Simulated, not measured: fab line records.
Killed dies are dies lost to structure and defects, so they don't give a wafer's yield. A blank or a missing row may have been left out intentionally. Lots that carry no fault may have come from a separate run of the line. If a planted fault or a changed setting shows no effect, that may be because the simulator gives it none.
Matching of chambers -- flow nand harc -- 4 sister chambers for NHARC_A_STAIRCASE_DESCUM_11 on rie diel-05
The step chemistry O2, time 3 s. 4 wafers are shown with their chamber, then 10 later ones without.

WAFERS PAIRED WITH THEIR CHAMBERS
wafer,chamber,drypump motor current A (A)
L084.6,3,6.3
L080.5,1,5.2
L087.1,0,6.3
L087.4,2,6.3

WAFERS WITHOUT THEIR CHAMBER
wafer,drypump motor current A (A)
L087.6,6.3
L085.1,6.3
L085.2,5.3
L085.3,6.3
L091.4,6.3
L091.5,6.3
L091.6,6.3
L095.1,6.3
L095.3,6.3
L095.6,6.3

WHICH CHAMBER EACH ONE RAN IN
wafer,from the rows above,in truth
L087.6,can't be placed: 0 or 2 or 3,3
L085.1,can't be placed: 0 or 2 or 3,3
L085.2,1,1
L085.3,can't be placed: 0 or 2 or 3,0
L091.4,can't be placed: 0 or 2 or 3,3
L091.5,can't be placed: 0 or 2 or 3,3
L091.6,can't be placed: 0 or 2 or 3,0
L095.1,can't be placed: 0 or 2 or 3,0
L095.3,can't be placed: 0 or 2 or 3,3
L095.6,can't be placed: 0 or 2 or 3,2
1 of 10 placed correctly. Cannot be placed on the basis of these rows: 9; the candidates contain the true chamber in 9. 0 placed wrongly.
How it was worked out, from the rows above alone: a wafer's distance from a chamber is the root of the sum, over the readings, of the square of ((its reading less the chamber's mean) divided by the reading's scatter). The wafer belongs to the nearest chamber; if the next one is less than 2 further off, it can't be placed. Each chamber's mean is taken over the wafers shown for it. The scatter: root of mean squared gap, hidden wafer to nearest shown wafer, with one shown wafer a chamber.
